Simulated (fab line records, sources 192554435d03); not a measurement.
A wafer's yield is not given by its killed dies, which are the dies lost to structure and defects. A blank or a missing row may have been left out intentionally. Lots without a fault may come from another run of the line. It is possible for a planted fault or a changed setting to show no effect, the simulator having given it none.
What tool caused it?    flow n5Finfet    11 lots with 33 wafers sampled at 3 steps, on a route of 1938 steps

WHAT THE GAUGES SHOWED, per wafer
N5_BEOL_M5_INSPECT_58: inspects for defects (darkfield).
lot   measured      on                rawDefectCount
L927  day 8 22:29   defectInspect-02  53 45 54
L926  day 9 06:46   defectInspect-02  104 58 105
L928  day 9 10:43   defectInspect-02  61 79 45
L929  day 9 14:43   defectInspect-02  73 74 62
L931  day 10 04:15  defectInspect-02  68 65 64
L933  day 11 02:19  defectInspect-02  101 27 66
L937  day 12 04:18  defectInspect-01  89 62 83
L942  day 12 07:40  defectInspect-01  55 100 83
L940  day 12 14:16  defectInspect-01  325 77 320
L945  day 13 14:42  defectInspect-01  68 62 32
L947  day 14 10:59  defectInspect-02  70 59 44

EACH LOT AND THE TOOL THAT RAN IT (in order: tool; ch and the chambers of the sampled wafers; start)
lot   N5_BEOL_M5_ANNEAL_49         N5_BEOL_M5_PRE_CLEAN_77
L927  pvdSputter-02, day 8 16:40   cvdCo-02 ch 0,1,2, day 8 22:14
L926  pvdSputter-03, day 9 00:51   cvdCo-02 ch 1,2, day 9 06:31
L928  pvdSputter-01, day 9 05:21   cvdCo-02 ch 0,1,2, day 9 10:28
L929  pvdSputter-03, day 9 09:19   cvdCo-02 ch 0,1,2, day 9 14:26
L931  pvdSputter-03, day 9 22:28   cvdCo-01 ch 0, day 10 03:42
L933  pvdSputter-01, day 10 20:56  cvdCo-01 ch 0,2, day 11 02:04
L937  pvdSputter-01, day 11 19:13  cvdCo-02 ch 0,2, day 12 04:03
L942  pvdSputter-02, day 12 02:17  cvdCo-02 ch 0,1,2, day 12 07:25
L940  pvdSputter-02, day 12 08:55  cvdCo-01 ch 0,2, day 12 14:01
L945  pvdSputter-03, day 13 09:21  cvdCo-02 ch 0,2, day 13 14:27
L947  pvdSputter-01, day 14 05:25  cvdCo-02 ch 0,1, day 14 10:44
- N5_BEOL_M5_ANNEAL_49: time 1800 s.
- N5_BEOL_M5_PRE_CLEAN_77: time 15 s.

THE ANSWER, worked out from the rows above alone
Rule: the usual values come from the lots themselves. The widest of any qualifying gaps counts: lots, ordered by their means at a reading, are off when they make up no more than a third of the lots, leave a main group of 4 or more, and stand apart from it by 3 or more times the standard deviation of that group's means. A main group whose means are all the same, to the digits that the tables above print for the reading, isn't used. A lot without any number at a reading at which 4 lots or more have one is off too. Any other lot the step has rows for is counted as sound.
Off at N5_BEOL_M5_INSPECT_58 (rawDefectCount): L940. Mean 67 and standard deviation 12 in the main group.
If a tool, at a process step before that reading, ran all the lots that are off and no sound lot after the first of them, it fits. The gauges at N5_BEOL_M5_INSPECT_58 are tried like those tools. Undecided on this evidence; 2 tools fit (pvdSputter-02 at N5_BEOL_M5_ANNEAL_49, cvdCo-01 at N5_BEOL_M5_PRE_CLEAN_77).

WHAT WAS PUT IN BY THE SIMULATOR
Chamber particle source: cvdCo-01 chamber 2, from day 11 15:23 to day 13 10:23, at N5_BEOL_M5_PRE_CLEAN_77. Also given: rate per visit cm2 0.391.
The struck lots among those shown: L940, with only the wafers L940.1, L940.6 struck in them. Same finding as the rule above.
